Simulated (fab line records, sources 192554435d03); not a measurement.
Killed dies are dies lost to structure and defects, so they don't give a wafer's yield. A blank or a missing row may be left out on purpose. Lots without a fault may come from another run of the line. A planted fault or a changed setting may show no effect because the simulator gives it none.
Chamber matching | flow n5_finfet | N5_MOL_CONTACT_COAG_STRIP_98 on rie_diel-05: 4 sister chambers
The step strips in N2/H2. 4 wafers are shown with their chamber, then 11 later ones without.

WAFERS WITH THEIR CHAMBER
wafer  | chamber | drypump_motor_current_A (A)
L086.6 | 3       | 5.9
L089.1 | 2       | 5.8
L089.4 | 0       | 5.1
L090.2 | 1       | 5.7

WAFERS WITHOUT THEIR CHAMBER
wafer  | drypump_motor_current_A (A)
L090.3 | 5.8
L090.6 | 5.1
L091.1 | 5.9
L091.2 | 5.6
L091.3 | 5.1
L096.1 | 5.7
L096.3 | 5.8
L096.6 | 5.7
L097.3 | 5.6
L097.4 | 5.1
L097.6 | 5.7

WHICH CHAMBER EACH WENT THROUGH
wafer  | from the rows above | in truth
L090.3 | 2                   | 2
L090.6 | 0                   | 0
L091.1 | 3                   | 3
L091.2 | 1                   | 1
L091.3 | 0                   | 0
L096.1 | 1                   | 1
L096.3 | 2                   | 2
L096.6 | 1                   | 1
L097.3 | 1                   | 1
L097.4 | 0                   | 0
L097.6 | 1                   | 1
Placed correctly: 11 of 11. Can't be placed from these rows: 0. Placed wrongly: 0.
How it was worked out, from the rows above alone: a wafer's distance from a chamber is the root of the sum, over the readings, of the square of ((its reading less the chamber's mean) divided by the reading's scatter). The wafer belongs to the nearest chamber; if the next one is less than 2 further off, it can't be placed. A chamber's mean is the mean of its shown wafers. The scatter: with one shown wafer a chamber, the root of the mean of the squares of how far each hidden wafer lies from its nearest shown one.
